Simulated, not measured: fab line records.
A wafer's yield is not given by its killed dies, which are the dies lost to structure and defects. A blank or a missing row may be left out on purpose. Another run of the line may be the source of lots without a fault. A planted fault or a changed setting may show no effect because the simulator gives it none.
The tool behind it: which one? | flow nandHarc | 14 lots (42 wafers sampled), 1 step of a 1302-step route

== WHAT THE GAUGES SHOWED, per wafer ==
NHARC_P_GATE_CD_MEAS_46: target cd 720 nm. Usual: cdNm 720.5 nm, standard deviation 1.3.
lot  | measured     | on       | cdNm (nm)         | flag
L622 | day 4 18:13  | cdSem-02 | 719.7 720.2 719.7 | 
L621 | day 4 19:01  | cdSem-02 | 719.9 722.5 719.7 | 
L623 | day 5 10:52  | cdSem-03 | 720.3 721.1 719.4 | 
L624 | day 5 13:02  | cdSem-02 | 720.5 720.3 721.8 | 
L625 | day 6 02:38  | cdSem-03 | 720.9 720.2 720.9 | 
L626 | day 6 22:00  | cdSem-03 | 718.9 719.4 720.9 | 
L628 | day 7 18:13  | cdSem-03 | 721.7 721.6 720.5 | 
L631 | day 8 11:41  | cdSem-03 | 721.4 720.8 720.3 | 
L630 | day 8 12:19  | cdSem-01 | 720.9 720.2 719.2 | 
L632 | day 9 03:47  | cdSem-02 | 720.2 719.8 719.5 | 
L633 | day 9 08:31  | cdSem-03 | 720.0 721.0 721.2 | 
L636 | day 10 16:26 | cdSem-02 | 720.5 720.3 721.2 | 
L637 | day 11 04:25 | cdSem-03 | 722.3 720.3 721.3 | 
L639 | day 12 04:35 | cdSem-01 | 719.7 718.0 717.9 | 

== WHICH TOOL RAN EACH LOT (tool, then ch and the chambers of the sampled wafers, then the start) ==
The record holds no process step before these readings.

== AS READ BY THE TOOLS THEMSELVES (means over the sampled wafers that have a number; for cases with no such wafer, the mark the record gives instead) ==
The record holds no such reading with a usual standard deviation.

== THE ANSWER, worked out from the rows above alone ==
Rule: lot off if the mean of its wafers having a number is beyond 3 standard deviations from the usual mean. Also off: a lot with no number at a reading for which 4 or more lots have one. Where the step has rows for the other lots, those lots are counted as sound. After the gauges, taken in route order, come the tools' own readings; for these a lot's mean is taken, as printed above. The first step at which some lot is off is used, and at that step the reading that is off furthest; a lot without a number counts as furthest.
No lot is off at any reading shown: from this, nothing can be told.

== WHAT THE SIMULATOR HAD PUT IN ==
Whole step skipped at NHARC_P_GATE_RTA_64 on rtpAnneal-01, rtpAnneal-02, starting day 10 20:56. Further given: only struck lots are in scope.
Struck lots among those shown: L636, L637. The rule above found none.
